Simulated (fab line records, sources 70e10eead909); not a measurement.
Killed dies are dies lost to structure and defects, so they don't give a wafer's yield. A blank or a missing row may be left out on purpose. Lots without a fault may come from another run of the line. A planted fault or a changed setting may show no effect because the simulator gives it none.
Chamber matching | flow nand_harc | NHARC_A_WL_FILL_ALD_02 on ald_metal-03: 4 sister chambers
The step deposits TiN, target thk 2 nm, pulse time 3 s, ald cycles 100. 18 wafers are shown with their chamber, then 9 later ones without.

WAFERS WITH THEIR CHAMBER
wafer  | chamber | heater_power_w (W) | precursor_pulse_height_rel
L075.3 | 2       | 1200               | 1.014
L075.4 | 0       | 1258               | 1.020
L075.6 | 1       | 1050               | 0.978
L079.1 | 0       | 1301               | 1.023
L079.2 | 1       | 1086               | 0.990
L079.4 | 3       | 1048               | 0.971
L084.2 | 1       | 1075               | 1.006
L084.3 | 3       | 1051               | 0.996
L084.5 | 2       | 1166               | 1.017
L084.1 | 0       | 1288               | 1.005
L084.4 | 2       | 1175               | 1.001
L084.6 | 1       | 1071               | 0.954
L085.4 | 2       | 1191               | 1.009
L085.5 | 0       | 1280               | 1.005
L085.6 | 3       | 1071               | 1.031
L087.3 | 1       | 1088               | 1.023
L087.4 | 0       | 1269               | 0.998
L087.5 | 0       | 1269               | 0.994

SIGNATURES (means of the wafers above)
reading                    | chamber 0 | chamber 1 | chamber 2 | chamber 3 | scatter within a chamber
heater_power_w             | 1277.50   | 1074.00   | 1183.00   | 1056.67   | 15
precursor_pulse_height_rel | 1.00750   | 0.99020   | 1.01025   | 0.99933   | 0.0197
Rule: a wafer's distance from a chamber is the root of the sum, over the readings, of the square of ((its reading less the chamber's mean) divided by the reading's scatter). The wafer belongs to the nearest chamber; if the next one is less than 2 further off, it can't be placed. The scatter: the root of (the sum of the squares of (reading less its chamber's mean) over the shown wafers, divided by (wafers less chambers)).

WAFERS WITHOUT THEIR CHAMBER
wafer  | heater_power_w (W) | precursor_pulse_height_rel
L093.1 | 1236               | 1.005
L093.3 | 1088               | 0.996
L093.5 | 1087               | 1.001
L095.1 | 1196               | 1.012
L095.2 | 1197               | 1.027
L095.5 | 1194               | 0.971
L097.2 | 1054               | 0.993
L097.3 | 1111               | 1.028
L097.6 | 1293               | 1.005

WHICH CHAMBER EACH WENT THROUGH
wafer  | from the rows above          | in truth
L093.1 | can't be placed: 0 or 2      | 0
L093.3 | can't be placed: 1 or 3      | 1
L093.5 | can't be placed: 1 or 3      | 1
L095.1 | 2                            | 2
L095.2 | 2                            | 2
L095.5 | 2                            | 2
L097.2 | can't be placed: 3 or 1      | 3
L097.3 | can't be placed: 1 or 3 or 2 | 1
L097.6 | 0                            | 0
Placed correctly: 4 of 9. Can't be placed from these rows: 5 (the true chamber is among the candidates in 5). Placed wrongly: 0.
